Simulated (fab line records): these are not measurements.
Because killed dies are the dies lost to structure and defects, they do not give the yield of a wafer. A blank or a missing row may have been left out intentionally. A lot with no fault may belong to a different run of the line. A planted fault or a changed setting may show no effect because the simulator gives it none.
Problem report in the 8D (eight disciplines) form, filled by code    flow n5-finfet    the parts of the form that need people (team, actions taken, sign-off) are left out

1. WHAT IS WRONG
Wafers without a fault read 0.78 a.u., standard deviation 0.097; oes-product-au at N5_BEOL_M9_VIA_ETCH_34 reads a mean of 0.31 a.u. on 3 wafers belonging to 2 lots. Relative to the usual mean, that is a shift of -4.8 standard deviations.
The step: etches SiCOH lowk in C4F6/O2, target depth 182.4 nm, time 68.4 s.
Seen first at day 11 21:01 on rie-diel-05, wafer L502.5. The record holds 22 wafers of 8 lots with a number at this step. The rule behind "out" and "out of limits": a value lying over 4 standard deviations away from the usual mean. Any other wafer with a number is counted as sound.

2. WHAT IT IS; WHAT IT IS NOT
question                     is                        is not
which readings at this step  oes-product-au            chamber-pressure-mTorr, drypump-motor-current-A, oes_ar_750_au, rf-vpp-V, showerhead-plenum-p-Torr, throttle-valve-pct
which lots                   L502, L506                L500, L509, L513, L516, L517, L518
which wafers of those lots   L502.5, L506.3, L506.5    L502.6
read on which tools          rie-diel-05, rie-diel-06  rie-diel-02
when                         from day 11 21:01         up to then (4 sound wafers); but 15 sound wafers of L509, L513, L516, L517, L518 came after

3. SUSPECTS, AND WHAT RULES EACH OUT
Counting: a tool at a process step up to the reading stays a suspect if it ran every lot that is out. Sound lots after the first of them don't rule it out here, since some wafers of a struck lot are sound.
- pvd-sputter-01 at N5_BEOL_M9_HM_DEP_02 (deposits TiN, target thk 20 nm): kept. It ran every lot that is out, first L502 (day 11 18:20); its last sound lot up to then is L500 (day 10 18:27).
- rie-diel-06 at N5_BEOL_M9_ETCH_62 (etches SOC in N2/H2, target depth 110 nm, overetch 22 nm, time 165 s): kept. It ran every lot that is out, first L502 (day 11 19:07).
Remaining after the count are pvd-sputter-01 at N5_BEOL_M9_HM_DEP_02 and rie-diel-06 at N5_BEOL_M9_ETCH_62.

4. THE CAUSE (what the simulator had put in)
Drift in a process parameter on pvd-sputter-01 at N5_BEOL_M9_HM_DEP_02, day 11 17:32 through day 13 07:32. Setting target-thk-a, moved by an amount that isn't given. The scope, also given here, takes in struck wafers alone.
Counting leaves 2 suspects; this tool is one of them.

5. THE EFFECT CHAIN, in route order
Each row: a reading whose mean over the struck wafers that have a number lies more than 3 standard deviations from the usual. Only readings whose record carries a usual standard deviation are examined. hours: median over the lots of the time between each lot's start at the first step of this table that gives one and its start at this step. sigmas: the change, counted in usual standard deviations.
hours  step                     reading               usual      on struck wafers  change  sigmas
0      N5_BEOL_M9_VIA_ETCH_34   oes-product-au        0.78 a.u.  0.31              -0.47   -4.8
62     N5_PASSIVATION_PROBE_49  defect-limited-yield  91.6 %     0.0               -91.6   -65
62     N5_PASSIVATION_PROBE_49  killed_at_M4_up       13         1078              +1065   +99 or more
62     N5_PASSIVATION_PROBE_49  killed-dies           99         1180              +1081   +68
62     N5_PASSIVATION_PROBE_49  killed-on-rim         13         152               +139    +36
62     N5_PASSIVATION_PROBE_49  sort_bin_5_function   4.9 %      95.4              +90.5   +99 or more
62     N5_PASSIVATION_PROBE_49  sort-n-pass           1081       0                 -1081   -68
62     N5_PASSIVATION_PROBE_49  sort-yield-pct        91.6 %     0.0               -91.6   -65
Process steps it contains:
- N5_BEOL_M9_VIA_ETCH_34: etches SiCOH lowk in C4F6/O2, target depth 182.4 nm, time 68.4 s.
- N5_PASSIVATION_PROBE_49
Readings that are blank on the struck wafers while sound wafers have them: trench-depth-nm at N5_BEOL_M9_OCD_MEAS_38; cd-nm at N5_BEOL_M9_CD_MEAS_35.

6. WHAT WOULD HAVE CAUGHT IT SOONER
3 hours passed between the start of the fault at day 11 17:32 and the first reading out of limits in this record, taken at day 11 21:01.
Tool readings at N5_BEOL_M9_HM_DEP_02 with a usual standard deviation given in the record: none out on any struck wafer, hence no alarm at a limit of 4 standard deviations on them.
Among the 2 lots that are out, L506 began N5_BEOL_M9_HM_DEP_02 on pvd-sputter-01 after day 11 21:01. It would have been spared by a hold on the tool at that moment.
